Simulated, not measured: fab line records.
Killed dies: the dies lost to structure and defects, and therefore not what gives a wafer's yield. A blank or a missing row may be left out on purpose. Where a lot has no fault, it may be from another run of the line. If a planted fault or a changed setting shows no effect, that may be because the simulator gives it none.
fab line records	flow n5Finfet
record: lots: 7	wafers: 21
route steps=1938 shown BEOL_M6@1194 BEOL_M7@1293 BEOL_M8@1356
startH: hours from the record's opening day to when the first of the lot's shown wafers began	waitH: how many hours have passed since the lot's step before this one	" same as the row above	L1.1+2: several wafers, shown together as one row	- value missing, or start not given	* or withheld: withheld	< > ~ a bound
route shown NAME@n: names a module that has steps shown in the file, with the first one's number in the route	usual: mean/standard deviation taken from wafers without a fault	same: alike in all rows	chamber/n: place in a boat	sites: the reading at each site	_std_site: the values' standard deviation	_edge_site: the outer-site mean with the inner-site mean subtracted	radiusMm: how far each site lies from the wafer's centre	mask NAME#n: copy n	behind: tool/chamber where the wafer was last shaped	hold: why the lot was held/for how many hours/how that ended	device: names the non-switching transistor (n, p or np)	end of line: tests run on the same wafers once the route is complete	a step without rows: its recipe alone	killed: at the first sort, the dies lost to defects and structure; wafer yield is something else	map: shows each die of a wafer: x if killed, . if not, _ if none is there
set.NAME: the setting the step ran with; set.NAME@STEP: the setting that earlier step ran with	model.NAME: the simulator's own value behind a step, which no gauge read
lots where settings were altered on purpose, with a table for each step and a row for each wafer
== steps ==
step: N5_BEOL_M6_ILD_DEP_00
recipe: material: SiCOH_lowk	targetThkA: 1797.5	tempC: 300	precursor: DEMS/porogen	pressureTorr: 5	rfW: 500	timeS: 33.4
lot.wafer	tool	chamber	startH	waitH	set.timeS	model.SiCOH_lowk_of_BEOL_M6_ILD_DEP_00.thkNm
L074.2	pecvd-03	1	179.61	0.0	30.6	162.4
L074.3	"	2	"	"	30.6	163.6
L074.6	"	2	"	"	30.6	166.6
L075.1	pecvd-01	2	186.91	0.0	33.4	176.2
L075.4	"	2	"	"	33.4	178
L075.6	"	1	"	"	33.4	182.6
L086.3	pecvd-02	2	252.34	0.0	38.33	205.6
L086.5	"	1	"	"	33.4	180.4
L086.6	"	2	"	"	38.33	209.4
L088.2	pecvd-02	0	258.79	0.0	33.4	178
L088.3	"	2	"	"	33.4	179.6
L088.6	"	1	"	"	33.4	180.8
L089.1	pecvd-03	2	268.33	0.0	33.4	179
L089.4	"	1	"	"	28.64	155.6
L089.6	"	2	"	"	28.64	157.4
L096.1	pecvd-02	0	309.50	0.0	33.4	179.6
L096.2	"	2	"	"	33.4	177.8
L096.6	"	0	"	"	36.91	199.4
L095.1	pecvd-03	1	310.11	0.0	33.4	176
L095.3	"	2	"	"	28.98	153.6
L095.4	"	0	"	"	28.98	155.8
step: N5_BEOL_M6_CURE_74
recipe: tempC: 385	timeS: 240	ambient: He/Ar	material: SiCOH_lowk
lot.wafer	tool	chamber	startH	waitH	set.timeS@BEOL_M6_ILD_DEP_00	model.SiCOH_lowk_of_BEOL_M6_ILD_DEP_00.thkNm
L074.2	uvCure-01	2	179.75	0.1	30.6	139.8
L074.3	"	2	"	"	30.6	141
L074.6	"	2	"	"	30.6	143.4
L075.1	uvCure-03	2	186.97	0.0	33.4	152
L075.4	"	2	"	"	33.4	153.6
L075.6	"	2	"	"	33.4	157.4
L086.3	uvCure-03	0	252.56	0.2	38.33	177.6
L086.5	"	0	"	"	33.4	155.6
L086.6	"	0	"	"	38.33	180.8
L088.2	uvCure-03	1	258.93	0.1	33.4	153.4
L088.3	"	1	"	"	33.4	155
L088.6	"	1	"	"	33.4	156
L089.1	uvCure-02	2	268.40	0.0	33.4	154.2
L089.4	"	2	"	"	28.64	134
L089.6	"	2	"	"	28.64	135.6
L096.1	uvCure-02	2	309.57	0.0	33.4	154.8
L096.2	"	2	"	"	33.4	153.4
L096.6	"	2	"	"	36.91	172.2
L095.1	uvCure-03	1	310.18	0.0	33.4	151.8
L095.3	"	1	"	"	28.98	132.4
L095.4	"	1	"	"	28.98	134.2
step: N5_BEOL_M6_THK_MEAS_01
recipe: reads: SiCOH_lowk_of_BEOL_M6_ILD_DEP_00
usual: M6_ILD_THK: 154.2/2
lot.wafer	tool	chamber	startH	waitH	set.timeS@BEOL_M6_ILD_DEP_00	M6_ILD_THK[nm]
L074.2	filmMetro-02	-	180.18	0.4	30.6	139.8
L074.3	"	-	"	"	30.6	141.0
L074.6	"	-	"	"	30.6	143.4
L075.1	filmMetro-01	-	187.49	0.4	33.4	152.0
L075.4	"	-	"	"	33.4	153.5
L075.6	"	-	"	"	33.4	157.4
L086.3	filmMetro-01	-	252.92	0.3	38.33	177.5
L086.5	"	-	"	"	33.4	155.4
L086.6	"	-	"	"	38.33	180.9
L088.2	filmMetro-01	-	259.36	0.4	33.4	153.4
L088.3	"	-	"	"	33.4	154.8
L088.6	"	-	"	"	33.4	156.0
L089.1	filmMetro-02	-	268.91	0.4	33.4	154.3
L089.4	"	-	"	"	28.64	134.0
L089.6	"	-	"	"	28.64	135.6
L096.1	filmMetro-01	-	310.56	0.8	33.4	154.9
L096.2	"	-	"	"	33.4	153.3
L096.6	"	-	"	"	36.91	172.2
L095.1	filmMetro-01	-	310.69	0.4	33.4	151.9
L095.3	"	-	"	"	28.98	132.5
L095.4	"	-	"	"	28.98	134.1
step: N5_BEOL_M6_PECVD_70
recipe: material: SiO2	targetThkA: 200	tempC: 400	precursor: TEOS/O2	pressureTorr: 5.5	rfW: 450	teosFlowSccm: 53.8	gas: O2	flowSccm: 3000	timeS: 22.7
lot.wafer	tool	chamber	startH	waitH	set.tempC	model.SiO2_of_BEOL_M6_PECVD_70.thkNm
L074.2	pecvd-03	2	180.22	0.0	400	19.8
L074.3	"	1	"	"	414.9	18
L074.6	"	1	"	"	400	20.2
L075.1	pecvd-02	2	187.52	0.0	400	20
L075.4+6	"	2,1	"	"	400	20.2
L086.3	pecvd-01	2	252.95	0.0	408.6	18.4
L086.5	"	0	"	"	400	20
L086.6	"	2	"	"	400	19.8
L088.2	pecvd-02	0	259.40	0.0	415.6	18.2
L088.3	"	1	"	"	415.6	17.8
L088.6	"	1	"	"	400	20
L089.1	pecvd-03	1	268.95	0.0	400	20
L089.4+6	"	2,1	"	"	386.4	21.8
L096.1	pecvd-02	1	310.60	0.0	384.2	21.8
L096.2	"	0	"	"	400	20
L096.6	"	2	"	"	400	20.4
L095.1+3	pecvd-01	0,1	310.73	0.0	400	20
L095.4	"	2	"	"	418	17.8
step: N5_BEOL_M6_HM_DEP_02
recipe: material: TiN	targetThkA: 200	tempC: 25	chamberPressurePa: 0.49996
step: N5_BEOL_M6_COAT_59
recipe: resist: SOC	tempC: 250	timeS: 60	spinRpm: 1500	resistThkNm: 100
step: N5_BEOL_M6_STRIP_80
recipe: chemistry: N2/H2	timeS: 10	powerW: 450	tempC: 40	pressureMtorr: 20	rfFrequencyHz: 6e+07	biasPowerW: 7	n2FlowSccm: 200	h2FlowSccm: 200
step: N5_BEOL_M6_HM_STRIP_39
recipe: chemistry: peroxideTinStrip	material: TiN	targetDepthA: 250	tempC: 50	timeS: 158
lot.wafer	tool	chamber	startH	waitH	set.tempC@BEOL_M6_PECVD_70	model.SiO2_of_BEOL_M6_PECVD_70.thkNm
L074.2	wetBench-01	5	183.29	0.0	400	19.8
L074.3	"	3	"	"	414.9	17.8
L074.6	"	4	"	"	400	20
L075.1+4+6	wetBench-03	3,0,4	192.78	0.0	400	20
L086.3	wetBench-03	6	259.08	0.0	408.6	18.2
L086.5	"	3	"	"	400	19.8
L086.6	"	0	"	"	400	19.6
L088.2	wetBench-02	6	264.64	0.0	415.6	18
L088.3	"	1	"	"	415.6	17.6
L088.6	"	7	"	"	400	19.8
L089.1	wetBench-01	1	273.61	0.0	400	19.8
L089.4	"	4	"	"	386.4	21.6
L089.6	"	5	"	"	386.4	21.8
L096.1	wetBench-01	4	316.45	0.0	384.2	21.6
L096.2	"	1	"	"	400	19.8
L096.6	"	3	"	"	400	20.2
L095.1+3	wetBench-03	2,3	318.22	0.0	400	19.8
L095.4	"	7	"	"	418	17.6
step: N5_BEOL_M7_EXPOSE_25
recipe: maskId: V6	na: 0.33	sourceShape: annular	sigmaInner: 0.4	sigmaOuter: 0.8	polarization: unpolarized	targetCdNm: 40	doseMj: 42.5
lot.wafer	tool	chamber	startH	waitH	mask	set.doseMj
L074.2	euvScanner-01	0	192.36	-	V6#0	41.21
L074.3+6	"	0	"	"	V6#0	42.5
L075.1+4+6	euvScanner-01	0	198.60	-	V6#0	42.5
L086.3+6	euvScanner-01	0	266.59	-	V6#0	40.56
L086.5	"	0	"	"	V6#0	42.5
L088.2+3	euvScanner-01	0	273.59	-	V6#0	42.5
L088.6	"	0	"	"	V6#0	43.64
L089.1+6	euvScanner-02	0	283.47	-	V6#0	42.5
L089.4	"	0	"	"	V6#0	44.87
L096.1+6	euvScanner-01	0	324.11	-	V6#0	41.64
L096.2	"	0	"	"	V6#0	42.5
L095.1+4	euvScanner-01	0	326.04	-	V6#0	42.5
L095.3	"	0	"	"	V6#0	40.23
step: N5_BEOL_M7_PEB_26
recipe: pebTempC: 100	pebTimeS: 60	resist: CAR-EUV
step: N5_BEOL_M7_DEVELOP_27
recipe: developTimeS: 30	developer: TMAH	resist: CAR-EUV	rinseLiquid: surfactantRinse	dry: airSpin	devTempC: 23
step: N5_BEOL_M7_CD_MEAS_28
recipe: targetCdNm: 40	landingEnergyEv: 500	detector: seInlens
usual: cdNm: 40.05/0.25
lot.wafer	tool	chamber	startH	waitH	set.doseMj@BEOL_M7_EXPOSE_25	cdNm
L074.2	cdSem-03	0	192.49	-	41.21	39.09
L074.3	"	0	"	"	42.5	40.11
L074.6	"	0	"	"	42.5	39.77
L075.1	cdSem-01	0	198.73	-	42.5	40.58
L075.4	"	0	"	"	42.5	40.16
L075.6	"	0	"	"	42.5	40.20
L086.3	cdSem-02	0	266.71	-	40.56	38.98
L086.5	"	0	"	"	42.5	39.99
L086.6	"	0	"	"	40.56	38.98
L088.2	cdSem-02	0	273.72	-	42.5	40.20
L088.3	"	0	"	"	42.5	40.30
L088.6	"	0	"	"	43.64	41.03
L089.1	cdSem-03	0	283.60	-	42.5	40.06
L089.4	"	0	"	"	44.87	41.01
L089.6	"	0	"	"	42.5	40.00
L096.1	cdSem-01	0	324.24	-	41.64	40.22
L096.2	"	0	"	"	42.5	40.71
L096.6	"	0	"	"	41.64	39.93
L095.1	cdSem-01	0	326.17	-	42.5	39.90
L095.3	"	0	"	"	40.23	38.89
L095.4	"	0	"	"	42.5	39.86
step: N5_BEOL_M7_DESCUM_33
recipe: chemistry: O2	timeS: 7	sourcePowerW: 50	biasPowerW: 20	pressureMtorr: 20	rfFrequencyHz: 2.712e+07	tempC: 40	resist: CAR-EUV	o2FlowSccm: 225
lot.wafer	tool	chamber	startH	waitH	set.doseMj@BEOL_M7_EXPOSE_25	model.BEOL_M7.cdNm
L074.2	rieDiel-04	2	192.98	0.4	41.21	39.2
L074.3	"	1	"	"	42.5	40
L074.6	"	3	"	"	42.5	39.6
L075.1+4	rieDiel-02	2	198.91	0.1	42.5	40.4
L075.6	"	3	"	"	42.5	40
L086.3	rieDiel-02	3	266.83	0.0	40.56	39
L086.5	"	2	"	"	42.5	40.2
L086.6	"	1	"	"	40.56	39.2
L088.2	rieDiel-04	0	274.03	0.2	42.5	40.2
L088.3	"	1	"	"	42.5	40
L088.6	"	0	"	"	43.64	40.6
L089.1	rieDiel-05	3	284.01	0.3	42.5	40
L089.4	"	1	"	"	44.87	41.2
L089.6	"	1	"	"	42.5	40.2
L096.1	rieDiel-04	2	324.36	0.0	41.64	39.8
L096.2	"	0	"	"	42.5	40.2
L096.6	"	2	"	"	41.64	39.4
L095.1+4	rieDiel-05	2,3	326.29	0.0	42.5	40
L095.3	"	3	"	"	40.23	38.8
step: N5_BEOL_M7_ETCH_72
recipe: chemistry: N2/H2	target: underlayer	targetDepthA: 65	maskMaterial: CAR-EUV	timeS: 5.2	ionEnergyEv: 200	pressureMtorr: 30	sourceW: 840	biasW: 150	n2FlowSccm: 200	h2FlowSccm: 200	ends: cleared
lot.wafer	tool	chamber	startH	waitH	set.doseMj@BEOL_M7_EXPOSE_25	model.BEOL_M7.cdNm
L074.2	rieDiel-04	2	193.02	0.0	41.21	39.2
L074.3	"	1	"	"	42.5	40
L074.6	"	3	"	"	42.5	39.6
L075.1+4	rieDiel-02	2	198.94	0.0	42.5	40.2
L075.6	"	3	"	"	42.5	40
L086.3	rieDiel-02	3	266.87	0.0	40.56	39
L086.5	"	2	"	"	42.5	40.2
L086.6	"	1	"	"	40.56	39.2
L088.2	rieDiel-04	0	274.07	0.0	42.5	40.2
L088.3	"	1	"	"	42.5	40
L088.6	"	0	"	"	43.64	40.6
L089.1	rieDiel-05	3	284.05	0.0	42.5	40
L089.4	"	1	"	"	44.87	41.4
L089.6	"	1	"	"	42.5	40.2
L096.1	rieDiel-04	2	324.40	0.0	41.64	39.8
L096.2	"	0	"	"	42.5	40.2
L096.6	"	2	"	"	41.64	39.4
L095.1+4	rieDiel-05	2,3	326.33	0.0	42.5	40
L095.3	"	3	"	"	40.23	38.8
step: N5_BEOL_M7_ETCH_66
recipe: chemistry: N2/H2	target: SOC	targetDepthA: 800	overetchA: 160	maskMaterial: SiARC	tempC: 40	timeS: 120	ionEnergyEv: 200	pressureMtorr: 30	sourceW: 840	biasW: 150	n2FlowSccm: 200	h2FlowSccm: 200
lot.wafer	tool	chamber	startH	waitH	set.timeS	set.doseMj@BEOL_M7_EXPOSE_25	model.BEOL_M7.cdNm	model.SiARC_of_BEOL_M7_COAT_64.thkNm
L074.2	rieDiel-04	2	193.06	0.0	120	41.21	39	6.4
L074.3	"	1	"	"	120	42.5	39.8	6.6
L074.6	"	3	"	"	120	42.5	39.6	6.8
L075.1	rieDiel-02	2	198.99	0.0	120	42.5	40.2	6.8
L075.4	"	2	"	"	120	42.5	40	6.8
L075.6	"	3	"	"	120	42.5	39.8	6.6
L086.3	rieDiel-02	3	266.91	0.0	135.7	40.56	39	6
L086.5	"	2	"	"	135.7	42.5	40.4	6.2
L086.6	"	1	"	"	120	40.56	39.4	6.6
L088.2	rieDiel-04	0	274.11	0.0	106.1	42.5	39.6	7
L088.3	"	1	"	"	120	42.5	39.8	6.4
L088.6	"	0	"	"	106.1	43.64	40.4	7
L089.1	rieDiel-05	3	284.09	0.0	101.1	42.5	40	7.4
L089.4	"	1	"	"	120	44.87	41.2	6.6
L089.6	"	1	"	"	101.1	42.5	39.8	7.4
L096.1	rieDiel-04	2	324.44	0.0	120	41.64	40.2	6
L096.2	"	0	"	"	120	42.5	40.2	6.4
L096.6	"	2	"	"	120	41.64	39.8	6
L095.1	rieDiel-05	2	326.37	0.0	145.9	42.5	40.6	5.4
L095.3	"	3	"	"	120	40.23	39	6.6
L095.4	"	3	"	"	145.9	42.5	40.4	5.4
step: N5_BEOL_M7_STRIP_69
recipe: chemistry: N2/H2	tempC: 40	n2FlowSccm: 200	h2FlowSccm: 200	rfFrequencyHz: 6e+07
step: N5_BEOL_M7_STRIP_73
recipe: chemistry: N2/H2	tempC: 40	n2FlowSccm: 200	h2FlowSccm: 200	rfFrequencyHz: 6e+07
step: N5_BEOL_M7_VIA_ETCH_34
recipe: chemistry: C4F6/O2	target: SiCOH_lowk	targetDepthA: 1255	maskMaterial: SOC	taperDeg: 4	timeS: 50.5	ionEnergyEv: 250	pressureMtorr: 30	sourceW: 345	biasW: 185	Ar_flow_sccm: 300	C4F6_flow_sccm: 10	O2_flow_sccm: 10
lot.wafer	tool	chamber	startH	waitH	set.doseMj@BEOL_M7_EXPOSE_25	model.BEOL_M7.cdNm
L074.2	rieDiel-04	2	193.16	0.0	41.21	39.2
L074.3+6	"	1,3	"	"	42.5	39.6
L075.1+4	rieDiel-02	2	199.09	0.0	42.5	40.2
L075.6	"	3	"	"	42.5	40
L086.3	rieDiel-02	3	267.01	0.0	40.56	39
L086.5	"	2	"	"	42.5	40.6
L086.6	"	1	"	"	40.56	39.4
L088.2+3	rieDiel-04	0,1	274.21	0.0	42.5	39.8
L088.6	"	0	"	"	43.64	40.4
L089.1	rieDiel-05	3	284.19	0.0	42.5	40.2
L089.4	"	1	"	"	44.87	41.2
L089.6	"	1	"	"	42.5	39.8
L096.1	rieDiel-04	2	324.54	0.0	41.64	40.2
L096.2	"	0	"	"	42.5	40.2
L096.6	"	2	"	"	41.64	40
L095.1+4	rieDiel-05	2,3	326.47	0.0	42.5	40.8
L095.3	"	3	"	"	40.23	39.2
step: N5_BEOL_M8_COAT_63
recipe: resist: SOC	tempC: 250	timeS: 60	spinRpm: 1500	resistThkNm: 60
lot.wafer	tool	chamber	startH	waitH	set.spinRpm	model.SOC_of_BEOL_M8_COAT_63.thkNm
L074.2	lithoTrack-01	0	198.46	0.1	1635	57.6
L074.3	"	0	"	"	1500	60.4
L074.6	"	0	"	"	1500	60.2
L075.1	lithoTrack-03	0	206.76	0.0	1500	59.6
L075.4	"	0	"	"	1500	60
L075.6	"	0	"	"	1500	59.8
L086.3+5	lithoTrack-04	0	274.94	0.0	1500	59.8
L086.6	"	0	"	"	1669	56.8
L088.2	lithoTrack-01	0	282.91	1.9	1336	63.4
L088.3	"	0	"	"	1500	60
L088.6	"	0	"	"	1336	63.6
L089.1+4	lithoTrack-03	0	291.20	0.6	1437	61.2
L089.6	"	0	"	"	1437	61.4
L096.1	lithoTrack-04	0	330.72	1.3	1500	60.2
L096.2	"	0	"	"	1404	62
L096.6	"	0	"	"	1500	60
L095.1+3	lithoTrack-01	0	333.15	0.4	1500	59.8
L095.4	"	0	"	"	1500	60
step: N5_BEOL_M8_COAT_22
recipe: resist: CAR-EUV	spinRpm: 1500	resistThkNm: 30
lot.wafer	tool	chamber	startH	waitH	set.spinRpm	model.CAR-EUV_of_BEOL_M8_COAT_22.thkNm
L074.2	lithoTrack-01	0	-	-	1500	29.8
L074.3	"	0	"	"	1500	30
L074.6	"	0	"	"	1361	31.4
L075.1+4+6	lithoTrack-03	0	-	-	1500	30
L086.3+5+6	lithoTrack-04	0	-	-	1500	30
L088.2	lithoTrack-01	0	-	-	1500	29.8
L088.3+6	"	0	"	"	1354	31.4
L089.1	lithoTrack-03	0	-	-	1337	31.8
L089.4+6	"	0	"	"	1500	30
L096.1	lithoTrack-04	0	-	-	1375	31.4
L096.2+6	"	0	"	"	1500	30
L095.1+3+4	lithoTrack-01	0	-	-	1500	29.8
step: N5_BEOL_M8_EBR_24
recipe: solvent: PGMEA	ebrWidthMm: 1.5
step: N5_BEOL_M8_SOFTBAKE_23
recipe: tempC: 110	timeS: 60	resist: CAR-EUV
step: N5_BEOL_M8_EXPOSE_25
recipe: maskId: V7	na: 0.33	sourceShape: annular	sigmaInner: 0.4	sigmaOuter: 0.8	polarization: unpolarized	targetCdNm: 40	doseMj: 42.5
step: N5_BEOL_M8_PEB_26
recipe: pebTempC: 100	pebTimeS: 60	resist: CAR-EUV
step: N5_BEOL_M8_DEVELOP_27
recipe: developTimeS: 30	developer: TMAH	resist: CAR-EUV	rinseLiquid: surfactantRinse	dry: airSpin	devTempC: 23
lot.wafer	tool	chamber	startH	waitH	set.spinRpm@BEOL_M8_COAT_22	model.CAR-EUV_of_BEOL_M8_COAT_22.thkNm
L074.2+3	lithoTrack-03	0	-	-	1500	29.4
L074.6	"	0	"	"	1361	31
L075.1	lithoTrack-01	0	-	-	1500	29.6
L075.4+6	"	0	"	"	1500	29.4
L086.3+5+6	lithoTrack-01	0	-	-	1500	29.6
L088.2	lithoTrack-03	0	-	-	1500	29.4
L088.3+6	"	0	"	"	1354	31
L089.1	lithoTrack-03	0	-	-	1337	31.2
L089.4	"	0	"	"	1500	29.4
L089.6	"	0	"	"	1500	29.6
L096.1	lithoTrack-01	0	-	-	1375	30.8
L096.2+6	"	0	"	"	1500	29.6
L095.1+3+4	lithoTrack-01	0	-	-	1500	29.4
== key ==
split: step: N5_BEOL_M6_ILD_DEP_00	setting: timeS	stated: 33.4	by: wafer
response: step: N5_BEOL_M6_ILD_DEP_00	reading: model.SiCOH_lowk_of_BEOL_M6_ILD_DEP_00.thkNm	change: +1.73	per: 1%	r: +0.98
response: step: N5_BEOL_M6_CURE_74	reading: model.SiCOH_lowk_of_BEOL_M6_ILD_DEP_00.thkNm	change: +1.5	per: 1%	r: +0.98
response: step: N5_BEOL_M6_THK_MEAS_01	reading: M6_ILD_THK	change: +1.51	per: 1%	r: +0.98
split: step: N5_BEOL_M6_PECVD_70	setting: tempC	stated: 400	by: wafer
response: step: N5_BEOL_M6_PECVD_70	reading: model.SiO2_of_BEOL_M6_PECVD_70.thkNm	change: -0.503	per: 1%	r: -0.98
response: step: N5_BEOL_M6_HM_STRIP_39	reading: model.SiO2_of_BEOL_M6_PECVD_70.thkNm	change: -0.512	per: 1%	r: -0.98
split: step: N5_BEOL_M7_EXPOSE_25	setting: doseMj	stated: 42.5	by: wafer
response: step: N5_BEOL_M7_CD_MEAS_28	reading: cdNm	change: +0.211	per: 1%	r: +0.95
response: step: N5_BEOL_M7_DESCUM_33	reading: model.BEOL_M7.cdNm	change: +0.217	per: 1%	r: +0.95
response: step: N5_BEOL_M7_ETCH_72	reading: model.BEOL_M7.cdNm	change: +0.228	per: 1%	r: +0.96
response: step: N5_BEOL_M7_ETCH_66	reading: model.BEOL_M7.cdNm	change: +0.249	per: 1%	r: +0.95
response: step: N5_BEOL_M7_VIA_ETCH_34	reading: model.BEOL_M7.cdNm	change: +0.244	per: 1%	r: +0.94
split: step: N5_BEOL_M7_ETCH_66	setting: timeS	stated: 120	by: wafer
response: step: N5_BEOL_M7_ETCH_66	reading: model.SiARC_of_BEOL_M7_COAT_64.thkNm	change: -0.051	per: 1%	r: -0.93
split: step: N5_BEOL_M8_COAT_63	setting: spinRpm	stated: 1500	by: wafer
response: step: N5_BEOL_M8_COAT_63	reading: model.SOC_of_BEOL_M8_COAT_63.thkNm	change: -0.295	per: 1%	r: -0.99
split: step: N5_BEOL_M8_COAT_22	setting: spinRpm	stated: 1500	by: wafer
response: step: N5_BEOL_M8_COAT_22	reading: model.CAR-EUV_of_BEOL_M8_COAT_22.thkNm	change: -0.165	per: 1%	r: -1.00
response: step: N5_BEOL_M8_DEVELOP_27	reading: model.CAR-EUV_of_BEOL_M8_COAT_22.thkNm	change: -0.16	per: 1%	r: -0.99
